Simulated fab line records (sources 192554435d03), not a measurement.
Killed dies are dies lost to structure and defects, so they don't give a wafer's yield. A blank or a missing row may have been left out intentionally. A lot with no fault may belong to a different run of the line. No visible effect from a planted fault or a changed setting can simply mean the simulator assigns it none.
Which tool is to blame? + flow n5-finfet + Sampling: 12 lots, 36 wafers, 2 of 1938 route steps

## WHAT THE GAUGES SHOWED, per wafer
N5_BEOL_M6_CD_MEAS_18: pitch 80 nm, target cd 40 nm.
| lot  | measured     | on        | cd-nm (nm)     |
|------|--------------|-----------|----------------|
| L076 | day 8 23:28  | cd-sem-01 | 40.5 40.5 40.6 |
| L077 | day 9 06:55  | cd-sem-02 | 39.7 40.4 39.9 |
| L079 | day 9 16:20  | cd-sem-01 | 39.9 40.8 40.1 |
| L082 | day 9 23:18  | cd-sem-02 | 39.6 40.5 39.8 |
| L083 | day 10 05:32 | cd-sem-02 | 41.2 40.6 41.0 |
| L088 | day 13 11:01 | cd-sem-01 | 39.0 40.0 40.4 |
| L094 | day 13 22:37 | cd-sem-03 | 38.8 39.6 39.1 |
| L090 | day 13 23:40 | cd-sem-03 | 40.3 39.5 40.4 |
| L092 | day 14 08:46 | cd-sem-01 | 40.2 40.2 40.4 |
| L087 | day 14 23:48 | cd-sem-02 | 40.1 39.7 39.8 |
| L096 | day 15 07:37 | cd-sem-02 | 40.1 40.5 40.5 |
| L097 | day 15 18:59 | cd-sem-01 | 40.4 40.2 39.6 |

## TOOL THAT RAN EACH LOT (tool first, then ch and the chambers of the sampled wafers, then the start)
| lot  | N5_BEOL_M6_DESCUM_16               |
|------|------------------------------------|
| L076 | rie-diel-02 ch 0,2, day 8 22:52    |
| L077 | rie-diel-02 ch 0,1,2, day 9 06:28  |
| L079 | rie-diel-02 ch 1,2,3, day 9 15:53  |
| L082 | rie-diel-04 ch 1,2,3, day 9 22:50  |
| L083 | rie-diel-03 ch 1,2,3, day 10 05:03 |
| L088 | rie-diel-02 ch 0,3, day 13 10:33   |
| L094 | rie-diel-02 ch 0,1, day 13 22:10   |
| L090 | rie-diel-04 ch 0,2,3, day 13 23:13 |
| L092 | rie-diel-02 ch 2,3, day 14 08:19   |
| L087 | rie-diel-02 ch 0,2,3, day 14 23:20 |
| L096 | rie-diel-02 ch 1,2,3, day 15 07:08 |
| L097 | rie-diel-04 ch 0,1,3, day 15 18:32 |
- N5_BEOL_M6_DESCUM_16: chemistry O2, time 7.9 s.

## THE ANSWER, worked out from the rows above alone
Rule: what is usual is taken from the lots themselves. The widest of any qualifying gaps counts: lots, ordered by their means at a reading, are off when they make up no more than a third of the lots, leave a main group of 4 or more, and stand apart from it by 3 or more times the standard deviation of that group's means. A main group is skipped when, at the precision printed for the reading in the tables above, its means are all equal. A lot without any number at a reading at which 4 lots or more have one is off too. Where the step has rows for the other lots, those lots are counted as sound.
Nothing can be told from this: no lot is off at any reading shown.

## WHAT THE SIMULATOR HAD PUT IN
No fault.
